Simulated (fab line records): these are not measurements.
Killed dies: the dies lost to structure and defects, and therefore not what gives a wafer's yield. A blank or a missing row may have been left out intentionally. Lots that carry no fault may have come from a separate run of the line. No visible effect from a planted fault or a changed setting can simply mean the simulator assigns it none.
Which of the tools did it? || flow n5_finfet || Sampling: 24 lots, 72 wafers, 6 of 1938 route steps

WHAT EACH GAUGE READ, for each wafer
N5_BEOL_M4_INSPECT_13: inspects for defects (brightfield).
{"lot": "L074", "measured": "day 7 14:20", "on": "defect_inspect-01", "raw_defect_count": "534 641 707"}
{"lot": "L075", "measured": "day 7 16:05", "on": "defect_inspect-02", "raw_defect_count": "337 501 337"}
{"lot": "L076", "measured": "day 8 06:41", "on": "defect_inspect-02", "raw_defect_count": "337 384 339"}
{"lot": "L077", "measured": "day 8 15:14", "on": "defect_inspect-02", "raw_defect_count": "423 481 402"}
{"lot": "L079", "measured": "day 8 15:04", "on": "defect_inspect-01", "raw_defect_count": "344 395 258"}
{"lot": "L078", "measured": "day 8 21:36", "on": "defect_inspect-01", "raw_defect_count": "461 419 359"}
{"lot": "L080", "measured": "day 9 02:28", "on": "defect_inspect-01", "raw_defect_count": "377 377 481"}
{"lot": "L081", "measured": "day 9 10:05", "on": "defect_inspect-02", "raw_defect_count": "345 368 294"}
{"lot": "L082", "measured": "day 9 20:25", "on": "defect_inspect-01", "raw_defect_count": "424 369 374"}
{"lot": "L083", "measured": "day 10 10:42", "on": "defect_inspect-02", "raw_defect_count": "404 455 298"}
{"lot": "L084", "measured": "day 10 15:19", "on": "defect_inspect-02", "raw_defect_count": "293 234 258"}
{"lot": "L085", "measured": "day 10 20:02", "on": "defect_inspect-01", "raw_defect_count": "384 326 358"}
{"lot": "L086", "measured": "day 10 20:13", "on": "defect_inspect-01", "raw_defect_count": "656 530 396"}
{"lot": "L087", "measured": "day 10 22:55", "on": "defect_inspect-01", "raw_defect_count": "444 705 392"}
{"lot": "L088", "measured": "day 11 04:02", "on": "defect_inspect-02", "raw_defect_count": "556 470 454"}
{"lot": "L090", "measured": "day 11 15:24", "on": "defect_inspect-02", "raw_defect_count": "592 460 443"}
{"lot": "L089", "measured": "day 11 15:36", "on": "defect_inspect-02", "raw_defect_count": "306 237 350"}
{"lot": "L091", "measured": "day 12 05:16", "on": "defect_inspect-01", "raw_defect_count": "440 475 357"}
{"lot": "L092", "measured": "day 12 06:24", "on": "defect_inspect-01", "raw_defect_count": "397 336 546"}
{"lot": "L094", "measured": "day 12 14:58", "on": "defect_inspect-02", "raw_defect_count": "388 295 281"}
{"lot": "L093", "measured": "day 12 15:29", "on": "defect_inspect-01", "raw_defect_count": "386 422 660"}
{"lot": "L095", "measured": "day 13 06:16", "on": "defect_inspect-01", "raw_defect_count": "386 426 374"}
{"lot": "L096", "measured": "day 13 08:37", "on": "defect_inspect-02", "raw_defect_count": "315 287 241"}
{"lot": "L097", "measured": "day 13 17:02", "on": "defect_inspect-01", "raw_defect_count": "297 375 341"}

N5_BEOL_M4_INSPECT_30: inspects for defects (brightfield).
{"lot": "L074", "measured": "day 7 15:31", "on": "defect_inspect-01", "raw_defect_count": "522 667 674"}
{"lot": "L075", "measured": "day 7 17:10", "on": "defect_inspect-01", "raw_defect_count": "364 570 368"}
{"lot": "L076", "measured": "day 8 07:34", "on": "defect_inspect-01", "raw_defect_count": "343 404 341"}
{"lot": "L077", "measured": "day 8 16:13", "on": "defect_inspect-01", "raw_defect_count": "461 495 408"}
{"lot": "L079", "measured": "day 8 16:08", "on": "defect_inspect-02", "raw_defect_count": "331 369 243"}
{"lot": "L078", "measured": "day 8 22:29", "on": "defect_inspect-02", "raw_defect_count": "451 398 334"}
{"lot": "L080", "measured": "day 9 03:43", "on": "defect_inspect-01", "raw_defect_count": "403 390 461"}
{"lot": "L081", "measured": "day 9 11:05", "on": "defect_inspect-01", "raw_defect_count": "368 371 311"}
{"lot": "L082", "measured": "day 9 21:26", "on": "defect_inspect-01", "raw_defect_count": "412 371 369"}
{"lot": "L083", "measured": "day 10 11:35", "on": "defect_inspect-02", "raw_defect_count": "426 455 287"}
{"lot": "L084", "measured": "day 10 16:32", "on": "defect_inspect-02", "raw_defect_count": "275 231 251"}
{"lot": "L085", "measured": "day 10 21:40", "on": "defect_inspect-01", "raw_defect_count": "423 295 341"}
{"lot": "L086", "measured": "day 10 21:52", "on": "defect_inspect-01", "raw_defect_count": "643 496 409"}
{"lot": "L087", "measured": "day 10 23:58", "on": "defect_inspect-01", "raw_defect_count": "439 687 390"}
{"lot": "L088", "measured": "day 11 05:40", "on": "defect_inspect-02", "raw_defect_count": "532 489 432"}
{"lot": "L090", "measured": "day 11 16:26", "on": "defect_inspect-01", "raw_defect_count": "633 495 479"}
{"lot": "L089", "measured": "day 11 16:59", "on": "defect_inspect-02", "raw_defect_count": "297 247 363"}
{"lot": "L091", "measured": "day 12 06:31", "on": "defect_inspect-01", "raw_defect_count": "455 491 347"}
{"lot": "L092", "measured": "day 12 07:24", "on": "defect_inspect-02", "raw_defect_count": "384 311 482"}
{"lot": "L094", "measured": "day 12 15:57", "on": "defect_inspect-01", "raw_defect_count": "421 315 300"}
{"lot": "L093", "measured": "day 12 16:43", "on": "defect_inspect-01", "raw_defect_count": "403 447 665"}
{"lot": "L095", "measured": "day 13 07:08", "on": "defect_inspect-02", "raw_defect_count": "364 411 346"}
{"lot": "L096", "measured": "day 13 09:37", "on": "defect_inspect-01", "raw_defect_count": "344 309 266"}
{"lot": "L097", "measured": "day 13 17:59", "on": "defect_inspect-02", "raw_defect_count": "305 338 304"}

EACH LOT AND THE TOOL THAT RAN IT (in order: tool; ch and the chambers of the sampled wafers; start)
{"lot": "L074", "N5_BEOL_M3_SPUTTER_79": "pvd_sputter-02, day 7 09:05", "N5_BEOL_M3_SPUTTER_86": "pvd_sputter-02, day 7 09:31", "N5_BEOL_M3_CO_CAP_55": "cvd_co-01 ch 0,1,2, day 7 11:41", "N5_BEOL_M4_ILD_DEP_00": "pecvd-04 ch 0,2, day 7 11:56"}
{"lot": "L075", "N5_BEOL_M3_SPUTTER_79": "pvd_sputter-02, day 7 11:44", "N5_BEOL_M3_SPUTTER_86": "pvd_sputter-02, day 7 12:11", "N5_BEOL_M3_CO_CAP_55": "cvd_co-02 ch 0,1, day 7 14:10", "N5_BEOL_M4_ILD_DEP_00": "pecvd-04 ch 0,2, day 7 14:25"}
{"lot": "L076", "N5_BEOL_M3_SPUTTER_79": "pvd_sputter-03, day 8 02:43", "N5_BEOL_M3_SPUTTER_86": "pvd_sputter-03, day 8 03:10", "N5_BEOL_M3_CO_CAP_55": "cvd_co-02 ch 0,2, day 8 05:23", "N5_BEOL_M4_ILD_DEP_00": "pecvd-01 ch 0,1, day 8 05:38"}
{"lot": "L077", "N5_BEOL_M3_SPUTTER_79": "pvd_sputter-02, day 8 07:45", "N5_BEOL_M3_SPUTTER_86": "pvd_sputter-02, day 8 08:11", "N5_BEOL_M3_CO_CAP_55": "cvd_co-02 ch 1,2, day 8 12:47", "N5_BEOL_M4_ILD_DEP_00": "pecvd-01 ch 1,2, day 8 13:02"}
{"lot": "L079", "N5_BEOL_M3_SPUTTER_79": "pvd_sputter-03, day 8 10:04", "N5_BEOL_M3_SPUTTER_86": "pvd_sputter-03, day 8 10:30", "N5_BEOL_M3_CO_CAP_55": "cvd_co-01 ch 1,2, day 8 12:28", "N5_BEOL_M4_ILD_DEP_00": "pecvd-04 ch 0,2, day 8 12:43"}
{"lot": "L078", "N5_BEOL_M3_SPUTTER_79": "pvd_sputter-03, day 8 17:39", "N5_BEOL_M3_SPUTTER_86": "pvd_sputter-03, day 8 18:05", "N5_BEOL_M3_CO_CAP_55": "cvd_co-01 ch 0,1,2, day 8 20:04", "N5_BEOL_M4_ILD_DEP_00": "pecvd-01 ch 1,2, day 8 20:19"}
{"lot": "L080", "N5_BEOL_M3_SPUTTER_79": "pvd_sputter-01, day 8 21:31", "N5_BEOL_M3_SPUTTER_86": "pvd_sputter-01, day 8 21:58", "N5_BEOL_M3_CO_CAP_55": "cvd_co-02 ch 0,1, day 8 23:55", "N5_BEOL_M4_ILD_DEP_00": "pecvd-01 ch 0,1,2, day 9 00:10"}
{"lot": "L081", "N5_BEOL_M3_SPUTTER_79": "pvd_sputter-03, day 9 06:24", "N5_BEOL_M3_SPUTTER_86": "pvd_sputter-03, day 9 06:50", "N5_BEOL_M3_CO_CAP_55": "cvd_co-02 ch 0,1,2, day 9 08:49", "N5_BEOL_M4_ILD_DEP_00": "pecvd-04 ch 0,1, day 9 09:04"}
{"lot": "L082", "N5_BEOL_M3_SPUTTER_79": "pvd_sputter-03, day 9 15:59", "N5_BEOL_M3_SPUTTER_86": "pvd_sputter-03, day 9 16:25", "N5_BEOL_M3_CO_CAP_55": "cvd_co-02 ch 0,1,2, day 9 18:25", "N5_BEOL_M4_ILD_DEP_00": "pecvd-04 ch 0,1, day 9 18:40"}
{"lot": "L083", "N5_BEOL_M3_SPUTTER_79": "pvd_sputter-01, day 10 06:08", "N5_BEOL_M3_SPUTTER_86": "pvd_sputter-01, day 10 06:35", "N5_BEOL_M3_CO_CAP_55": "cvd_co-02 ch 0,1,2, day 10 08:39", "N5_BEOL_M4_ILD_DEP_00": "pecvd-01 ch 0,1,2, day 10 08:52"}
{"lot": "L084", "N5_BEOL_M3_SPUTTER_79": "pvd_sputter-01, day 10 11:39", "N5_BEOL_M3_SPUTTER_86": "pvd_sputter-01, day 10 12:05", "N5_BEOL_M3_CO_CAP_55": "cvd_co-02 ch 0,1,2, day 10 14:04", "N5_BEOL_M4_ILD_DEP_00": "pecvd-01 ch 1, day 10 14:20"}
{"lot": "L085", "N5_BEOL_M3_SPUTTER_79": "pvd_sputter-03, day 10 15:31", "N5_BEOL_M3_SPUTTER_86": "pvd_sputter-03, day 10 15:57", "N5_BEOL_M3_CO_CAP_55": "cvd_co-02 ch 0,1,2, day 10 17:55", "N5_BEOL_M4_ILD_DEP_00": "pecvd-04 ch 1,2, day 10 18:10"}
{"lot": "L086", "N5_BEOL_M3_SPUTTER_79": "pvd_sputter-01, day 10 15:39", "N5_BEOL_M3_SPUTTER_86": "pvd_sputter-01, day 10 16:05", "N5_BEOL_M3_CO_CAP_55": "cvd_co-02 ch 0,1,2, day 10 18:04", "N5_BEOL_M4_ILD_DEP_00": "pecvd-04 ch 0,1,2, day 10 18:18"}
{"lot": "L087", "N5_BEOL_M3_SPUTTER_79": "pvd_sputter-01, day 10 19:11", "N5_BEOL_M3_SPUTTER_86": "pvd_sputter-01, day 10 19:38", "N5_BEOL_M3_CO_CAP_55": "cvd_co-01 ch 0,1, day 10 21:36", "N5_BEOL_M4_ILD_DEP_00": "pecvd-02 ch 0,1,2, day 10 21:50"}
{"lot": "L088", "N5_BEOL_M3_SPUTTER_79": "pvd_sputter-03, day 10 22:38", "N5_BEOL_M3_SPUTTER_86": "pvd_sputter-03, day 10 23:04", "N5_BEOL_M3_CO_CAP_55": "cvd_co-01 ch 0,2, day 11 01:02", "N5_BEOL_M4_ILD_DEP_00": "pecvd-04 ch 1,2, day 11 01:17"}
{"lot": "L090", "N5_BEOL_M3_SPUTTER_79": "pvd_sputter-02, day 11 10:40", "N5_BEOL_M3_SPUTTER_86": "pvd_sputter-02, day 11 11:07", "N5_BEOL_M3_CO_CAP_55": "cvd_co-02 ch 0,1,2, day 11 13:04", "N5_BEOL_M4_ILD_DEP_00": "pecvd-01 ch 0,1, day 11 13:19"}
{"lot": "L089", "N5_BEOL_M3_SPUTTER_79": "pvd_sputter-01, day 11 10:40", "N5_BEOL_M3_SPUTTER_86": "pvd_sputter-01, day 11 11:07", "N5_BEOL_M3_CO_CAP_55": "cvd_co-01 ch 1,2, day 11 13:20", "N5_BEOL_M4_ILD_DEP_00": "pecvd-01 ch 0,1,2, day 11 13:37"}
{"lot": "L091", "N5_BEOL_M3_SPUTTER_79": "pvd_sputter-03, day 11 23:02", "N5_BEOL_M3_SPUTTER_86": "pvd_sputter-03, day 11 23:28", "N5_BEOL_M3_CO_CAP_55": "cvd_co-02 ch 1,2, day 12 01:49", "N5_BEOL_M4_ILD_DEP_00": "pecvd-02 ch 0,1,2, day 12 02:04"}
{"lot": "L092", "N5_BEOL_M3_SPUTTER_79": "pvd_sputter-02, day 12 02:11", "N5_BEOL_M3_SPUTTER_86": "pvd_sputter-02, day 12 02:38", "N5_BEOL_M3_CO_CAP_55": "cvd_co-01 ch 0,2, day 12 05:05", "N5_BEOL_M4_ILD_DEP_00": "pecvd-01 ch 0,2, day 12 05:21"}
{"lot": "L094", "N5_BEOL_M3_SPUTTER_79": "pvd_sputter-01, day 12 08:22", "N5_BEOL_M3_SPUTTER_86": "pvd_sputter-01, day 12 08:48", "N5_BEOL_M3_CO_CAP_55": "cvd_co-02 ch 0,1,2, day 12 10:47", "N5_BEOL_M4_ILD_DEP_00": "pecvd-04 ch 0,1, day 12 11:02"}
{"lot": "L093", "N5_BEOL_M3_SPUTTER_79": "pvd_sputter-02, day 12 10:41", "N5_BEOL_M3_SPUTTER_86": "pvd_sputter-02, day 12 11:08", "N5_BEOL_M3_CO_CAP_55": "cvd_co-02 ch 1,2, day 12 13:07", "N5_BEOL_M4_ILD_DEP_00": "pecvd-01 ch 0,2, day 12 13:22"}
{"lot": "L095", "N5_BEOL_M3_SPUTTER_79": "pvd_sputter-02, day 13 02:38", "N5_BEOL_M3_SPUTTER_86": "pvd_sputter-02, day 13 03:05", "N5_BEOL_M3_CO_CAP_55": "cvd_co-02 ch 0,1,2, day 13 05:03", "N5_BEOL_M4_ILD_DEP_00": "pecvd-02 ch 1,2, day 13 05:17"}
{"lot": "L096", "N5_BEOL_M3_SPUTTER_79": "pvd_sputter-01, day 13 03:20", "N5_BEOL_M3_SPUTTER_86": "pvd_sputter-01, day 13 03:46", "N5_BEOL_M3_CO_CAP_55": "cvd_co-02 ch 0,2, day 13 05:46", "N5_BEOL_M4_ILD_DEP_00": "pecvd-04 ch 0,1, day 13 06:01"}
{"lot": "L097", "N5_BEOL_M3_SPUTTER_79": "pvd_sputter-02, day 13 13:03", "N5_BEOL_M3_SPUTTER_86": "pvd_sputter-02, day 13 13:29", "N5_BEOL_M3_CO_CAP_55": "cvd_co-02 ch 0,2, day 13 15:27", "N5_BEOL_M4_ILD_DEP_00": "pecvd-04 ch 0,1,2, day 13 15:43"}
- N5_BEOL_M3_SPUTTER_79: material Cu, target thk 4.5 nm, time 8.29 s.
- N5_BEOL_M3_SPUTTER_86: material Cu, target thk 4.5 nm, time 8.29 s.
- N5_BEOL_M3_CO_CAP_55: material Co, precursor CCTBA/H2, target thk 2 nm, time 102.1 s.
- N5_BEOL_M4_ILD_DEP_00: deposits SiOC from DEMS/O2, target thk 79 nm, time 15.3 s.

AS READ BY THE TOOLS THEMSELVES (means over the sampled wafers that have a number; for cases with no such wafer, the mark the record gives instead)
N5_BEOL_M3_SPUTTER_79.
{"lot": "L074", "tool": "pvd_sputter-02", "throttle_valve_pct (%)": 29.2}
{"lot": "L075", "tool": "pvd_sputter-02", "throttle_valve_pct (%)": 29.3}
{"lot": "L076", "tool": "pvd_sputter-03", "throttle_valve_pct (%)": 30.4}
{"lot": "L077", "tool": "pvd_sputter-02", "throttle_valve_pct (%)": 29.5}
{"lot": "L079", "tool": "pvd_sputter-03", "throttle_valve_pct (%)": 30.6}
{"lot": "L078", "tool": "pvd_sputter-03", "throttle_valve_pct (%)": 30.1}
{"lot": "L080", "tool": "pvd_sputter-01", "throttle_valve_pct (%)": 30.1}
{"lot": "L081", "tool": "pvd_sputter-03", "throttle_valve_pct (%)": 30.6}
{"lot": "L082", "tool": "pvd_sputter-03", "throttle_valve_pct (%)": 30.4}
{"lot": "L083", "tool": "pvd_sputter-01", "throttle_valve_pct (%)": 30.1}
{"lot": "L084", "tool": "pvd_sputter-01", "throttle_valve_pct (%)": 30.5}
{"lot": "L085", "tool": "pvd_sputter-03", "throttle_valve_pct (%)": 30.2}
{"lot": "L086", "tool": "pvd_sputter-01", "throttle_valve_pct (%)": 30.9}
{"lot": "L087", "tool": "pvd_sputter-01", "throttle_valve_pct (%)": 30.0}
{"lot": "L088", "tool": "pvd_sputter-03", "throttle_valve_pct (%)": 30.1}
{"lot": "L090", "tool": "pvd_sputter-02", "throttle_valve_pct (%)": 29.3}
{"lot": "L089", "tool": "pvd_sputter-01", "throttle_valve_pct (%)": 30.5}
{"lot": "L091", "tool": "pvd_sputter-03", "throttle_valve_pct (%)": 30.0}
{"lot": "L092", "tool": "pvd_sputter-02", "throttle_valve_pct (%)": 29.0}
{"lot": "L094", "tool": "pvd_sputter-01", "throttle_valve_pct (%)": 29.9}
{"lot": "L093", "tool": "pvd_sputter-02", "throttle_valve_pct (%)": 29.0}
{"lot": "L095", "tool": "pvd_sputter-02", "throttle_valve_pct (%)": 29.2}
{"lot": "L096", "tool": "pvd_sputter-01", "throttle_valve_pct (%)": 30.1}
{"lot": "L097", "tool": "pvd_sputter-02", "throttle_valve_pct (%)": 29.2}

N5_BEOL_M3_SPUTTER_86.
{"lot": "L074", "tool": "pvd_sputter-02", "throttle_valve_pct (%)": 29.2}
{"lot": "L075", "tool": "pvd_sputter-02", "throttle_valve_pct (%)": 29.3}
{"lot": "L076", "tool": "pvd_sputter-03", "throttle_valve_pct (%)": 30.5}
{"lot": "L077", "tool": "pvd_sputter-02", "throttle_valve_pct (%)": 29.4}
{"lot": "L079", "tool": "pvd_sputter-03", "throttle_valve_pct (%)": 30.2}
{"lot": "L078", "tool": "pvd_sputter-03", "throttle_valve_pct (%)": 30.1}
{"lot": "L080", "tool": "pvd_sputter-01", "throttle_valve_pct (%)": 30.0}
{"lot": "L081", "tool": "pvd_sputter-03", "throttle_valve_pct (%)": 30.4}
{"lot": "L082", "tool": "pvd_sputter-03", "throttle_valve_pct (%)": 30.3}
{"lot": "L083", "tool": "pvd_sputter-01", "throttle_valve_pct (%)": 30.2}
{"lot": "L084", "tool": "pvd_sputter-01", "throttle_valve_pct (%)": 30.4}
{"lot": "L085", "tool": "pvd_sputter-03", "throttle_valve_pct (%)": 30.1}
{"lot": "L086", "tool": "pvd_sputter-01", "throttle_valve_pct (%)": 30.7}
{"lot": "L087", "tool": "pvd_sputter-01", "throttle_valve_pct (%)": 30.2}
{"lot": "L088", "tool": "pvd_sputter-03", "throttle_valve_pct (%)": 29.9}
{"lot": "L090", "tool": "pvd_sputter-02", "throttle_valve_pct (%)": 29.1}
{"lot": "L089", "tool": "pvd_sputter-01", "throttle_valve_pct (%)": 30.3}
{"lot": "L091", "tool": "pvd_sputter-03", "throttle_valve_pct (%)": 30.0}
{"lot": "L092", "tool": "pvd_sputter-02", "throttle_valve_pct (%)": 29.0}
{"lot": "L094", "tool": "pvd_sputter-01", "throttle_valve_pct (%)": 30.0}
{"lot": "L093", "tool": "pvd_sputter-02", "throttle_valve_pct (%)": 29.0}
{"lot": "L095", "tool": "pvd_sputter-02", "throttle_valve_pct (%)": 29.2}
{"lot": "L096", "tool": "pvd_sputter-01", "throttle_valve_pct (%)": 30.0}
{"lot": "L097", "tool": "pvd_sputter-02", "throttle_valve_pct (%)": 29.1}

N5_BEOL_M3_CO_CAP_55.
{"lot": "L074", "tool": "cvd_co-01", "chamber_pressure_Torr (Torr)": 29.98, "heater_power_w (W)": 247}
{"lot": "L075", "tool": "cvd_co-02", "chamber_pressure_Torr (Torr)": 29.91, "heater_power_w (W)": 220}
{"lot": "L076", "tool": "cvd_co-02", "chamber_pressure_Torr (Torr)": 29.91, "heater_power_w (W)": 243}
{"lot": "L077", "tool": "cvd_co-02", "chamber_pressure_Torr (Torr)": 29.99, "heater_power_w (W)": 253}
{"lot": "L079", "tool": "cvd_co-01", "chamber_pressure_Torr (Torr)": 30.01, "heater_power_w (W)": 235}
{"lot": "L078", "tool": "cvd_co-01", "chamber_pressure_Torr (Torr)": 30.02, "heater_power_w (W)": 247}
{"lot": "L080", "tool": "cvd_co-02", "chamber_pressure_Torr (Torr)": 30.00, "heater_power_w (W)": 224}
{"lot": "L081", "tool": "cvd_co-02", "chamber_pressure_Torr (Torr)": 30.14, "heater_power_w (W)": 238}
{"lot": "L082", "tool": "cvd_co-02", "chamber_pressure_Torr (Torr)": 29.99, "heater_power_w (W)": 239}
{"lot": "L083", "tool": "cvd_co-02", "chamber_pressure_Torr (Torr)": 29.94, "heater_power_w (W)": 240}
{"lot": "L084", "tool": "cvd_co-02", "chamber_pressure_Torr (Torr)": 29.95, "heater_power_w (W)": 235}
{"lot": "L085", "tool": "cvd_co-02", "chamber_pressure_Torr (Torr)": 30.11, "heater_power_w (W)": 242}
{"lot": "L086", "tool": "cvd_co-02", "chamber_pressure_Torr (Torr)": 30.03, "heater_power_w (W)": 242}
{"lot": "L087", "tool": "cvd_co-01", "chamber_pressure_Torr (Torr)": 29.97, "heater_power_w (W)": 257}
{"lot": "L088", "tool": "cvd_co-01", "chamber_pressure_Torr (Torr)": 29.99, "heater_power_w (W)": 253}
{"lot": "L090", "tool": "cvd_co-02", "chamber_pressure_Torr (Torr)": 30.02, "heater_power_w (W)": 240}
{"lot": "L089", "tool": "cvd_co-01", "chamber_pressure_Torr (Torr)": 30.04, "heater_power_w (W)": 234}
{"lot": "L091", "tool": "cvd_co-02", "chamber_pressure_Torr (Torr)": 29.99, "heater_power_w (W)": 253}
{"lot": "L092", "tool": "cvd_co-01", "chamber_pressure_Torr (Torr)": 30.01, "heater_power_w (W)": 254}
{"lot": "L094", "tool": "cvd_co-02", "chamber_pressure_Torr (Torr)": 29.99, "heater_power_w (W)": 241}
{"lot": "L093", "tool": "cvd_co-02", "chamber_pressure_Torr (Torr)": 29.98, "heater_power_w (W)": 254}
{"lot": "L095", "tool": "cvd_co-02", "chamber_pressure_Torr (Torr)": 29.93, "heater_power_w (W)": 238}
{"lot": "L096", "tool": "cvd_co-02", "chamber_pressure_Torr (Torr)": 30.02, "heater_power_w (W)": 246}
{"lot": "L097", "tool": "cvd_co-02", "chamber_pressure_Torr (Torr)": 29.92, "heater_power_w (W)": 223}

N5_BEOL_M4_ILD_DEP_00.
{"lot": "L074", "tool": "pecvd-04", "chamber_pressure_Torr (Torr)": 4.998, "heater_power_w (W)": 565, "rf_fwd_power_W (W)": 491.2, "showerhead_plenum_p_Torr (Torr)": 5.706, "throttle_valve_pct (%)": 11.1}
{"lot": "L075", "tool": "pecvd-04", "chamber_pressure_Torr (Torr)": 4.991, "heater_power_w (W)": 573, "rf_fwd_power_W (W)": 491.4, "showerhead_plenum_p_Torr (Torr)": 5.698, "throttle_valve_pct (%)": 11.6}
{"lot": "L076", "tool": "pecvd-01", "chamber_pressure_Torr (Torr)": 5.003, "heater_power_w (W)": 467, "rf_fwd_power_W (W)": 495.8, "showerhead_plenum_p_Torr (Torr)": 5.700, "throttle_valve_pct (%)": 12.7}
{"lot": "L077", "tool": "pecvd-01", "chamber_pressure_Torr (Torr)": 5.013, "heater_power_w (W)": 399, "rf_fwd_power_W (W)": 494.6, "showerhead_plenum_p_Torr (Torr)": 5.706, "throttle_valve_pct (%)": 11.8}
{"lot": "L079", "tool": "pecvd-04", "chamber_pressure_Torr (Torr)": 4.997, "heater_power_w (W)": 562, "rf_fwd_power_W (W)": 493.1, "showerhead_plenum_p_Torr (Torr)": 5.713, "throttle_valve_pct (%)": 11.3}
{"lot": "L078", "tool": "pecvd-01", "chamber_pressure_Torr (Torr)": 5.003, "heater_power_w (W)": 429, "rf_fwd_power_W (W)": 494.7, "showerhead_plenum_p_Torr (Torr)": 5.698, "throttle_valve_pct (%)": 11.9}
{"lot": "L080", "tool": "pecvd-01", "chamber_pressure_Torr (Torr)": 4.988, "heater_power_w (W)": 435, "rf_fwd_power_W (W)": 492.6, "showerhead_plenum_p_Torr (Torr)": 5.708, "throttle_valve_pct (%)": 11.9}
{"lot": "L081", "tool": "pecvd-04", "chamber_pressure_Torr (Torr)": 4.988, "heater_power_w (W)": 652, "rf_fwd_power_W (W)": 490.5, "showerhead_plenum_p_Torr (Torr)": 5.694, "throttle_valve_pct (%)": 11.4}
{"lot": "L082", "tool": "pecvd-04", "chamber_pressure_Torr (Torr)": 4.998, "heater_power_w (W)": 659, "rf_fwd_power_W (W)": 491.6, "showerhead_plenum_p_Torr (Torr)": 5.691, "throttle_valve_pct (%)": 11.4}
{"lot": "L083", "tool": "pecvd-01", "chamber_pressure_Torr (Torr)": 5.010, "heater_power_w (W)": 415, "rf_fwd_power_W (W)": 492.3, "showerhead_plenum_p_Torr (Torr)": 5.698, "throttle_valve_pct (%)": 11.9}
{"lot": "L084", "tool": "pecvd-01", "chamber_pressure_Torr (Torr)": 5.002, "heater_power_w (W)": 417, "rf_fwd_power_W (W)": 497.9, "showerhead_plenum_p_Torr (Torr)": 5.695, "throttle_valve_pct (%)": 12.1}
{"lot": "L085", "tool": "pecvd-04", "chamber_pressure_Torr (Torr)": 4.989, "heater_power_w (W)": 650, "rf_fwd_power_W (W)": 491.7, "showerhead_plenum_p_Torr (Torr)": 5.688, "throttle_valve_pct (%)": 11.3}
{"lot": "L086", "tool": "pecvd-04", "chamber_pressure_Torr (Torr)": 4.995, "heater_power_w (W)": 616, "rf_fwd_power_W (W)": 491.6, "showerhead_plenum_p_Torr (Torr)": 5.695, "throttle_valve_pct (%)": 11.1}
{"lot": "L087", "tool": "pecvd-02", "chamber_pressure_Torr (Torr)": 4.995, "heater_power_w (W)": 494, "rf_fwd_power_W (W)": 493.6, "showerhead_plenum_p_Torr (Torr)": 5.685, "throttle_valve_pct (%)": 11.6}
{"lot": "L088", "tool": "pecvd-04", "chamber_pressure_Torr (Torr)": 4.998, "heater_power_w (W)": 600, "rf_fwd_power_W (W)": 494.3, "showerhead_plenum_p_Torr (Torr)": 5.686, "throttle_valve_pct (%)": 11.2}
{"lot": "L090", "tool": "pecvd-01", "chamber_pressure_Torr (Torr)": 5.000, "heater_power_w (W)": 429, "rf_fwd_power_W (W)": 495.0, "showerhead_plenum_p_Torr (Torr)": 5.693, "throttle_valve_pct (%)": 12.5}
{"lot": "L089", "tool": "pecvd-01", "chamber_pressure_Torr (Torr)": 4.993, "heater_power_w (W)": 458, "rf_fwd_power_W (W)": 495.0, "showerhead_plenum_p_Torr (Torr)": 5.689, "throttle_valve_pct (%)": 12.1}
{"lot": "L091", "tool": "pecvd-02", "chamber_pressure_Torr (Torr)": 4.996, "heater_power_w (W)": 484, "rf_fwd_power_W (W)": 493.4, "showerhead_plenum_p_Torr (Torr)": 5.698, "throttle_valve_pct (%)": 11.6}
{"lot": "L092", "tool": "pecvd-01", "chamber_pressure_Torr (Torr)": 4.984, "heater_power_w (W)": 466, "rf_fwd_power_W (W)": 493.6, "showerhead_plenum_p_Torr (Torr)": 5.701, "throttle_valve_pct (%)": 12.0}
{"lot": "L094", "tool": "pecvd-04", "chamber_pressure_Torr (Torr)": 5.007, "heater_power_w (W)": 573, "rf_fwd_power_W (W)": 488.1, "showerhead_plenum_p_Torr (Torr)": 5.701, "throttle_valve_pct (%)": 11.0}
{"lot": "L093", "tool": "pecvd-01", "chamber_pressure_Torr (Torr)": 5.009, "heater_power_w (W)": 472, "rf_fwd_power_W (W)": 493.9, "showerhead_plenum_p_Torr (Torr)": 5.704, "throttle_valve_pct (%)": 12.0}
{"lot": "L095", "tool": "pecvd-02", "chamber_pressure_Torr (Torr)": 5.013, "heater_power_w (W)": 444, "rf_fwd_power_W (W)": 494.1, "showerhead_plenum_p_Torr (Torr)": 5.693, "throttle_valve_pct (%)": 11.3}
{"lot": "L096", "tool": "pecvd-04", "chamber_pressure_Torr (Torr)": 5.003, "heater_power_w (W)": 615, "rf_fwd_power_W (W)": 490.6, "showerhead_plenum_p_Torr (Torr)": 5.695, "throttle_valve_pct (%)": 11.3}
{"lot": "L097", "tool": "pecvd-04", "chamber_pressure_Torr (Torr)": 4.996, "heater_power_w (W)": 573, "rf_fwd_power_W (W)": 491.2, "showerhead_plenum_p_Torr (Torr)": 5.685, "throttle_valve_pct (%)": 11.3}

THE ANSWER, worked out from the rows above alone
Rule: what is usual is taken from the lots themselves. The widest of any qualifying gaps counts: lots, ordered by their means at a reading, are off when they make up no more than a third of the lots, leave a main group of 4 or more, and stand apart from it by 3 or more times the standard deviation of that group's means. The tables above print the reading to a certain number of digits; a main group whose means all agree to those digits is not used. Also off: a lot with no number at a reading for which 4 or more lots have one. The other lots that the step has rows for count as sound. First the gauges in route order, then the tools' own readings, where a lot's mean is used as printed above. The first step at which some lot is off is used, and at that step the reading that is off furthest; a lot without a number counts as furthest.
No lot is off at any reading shown: from this, nothing can be told.

WHAT HAD BEEN PUT IN BY THE SIMULATOR
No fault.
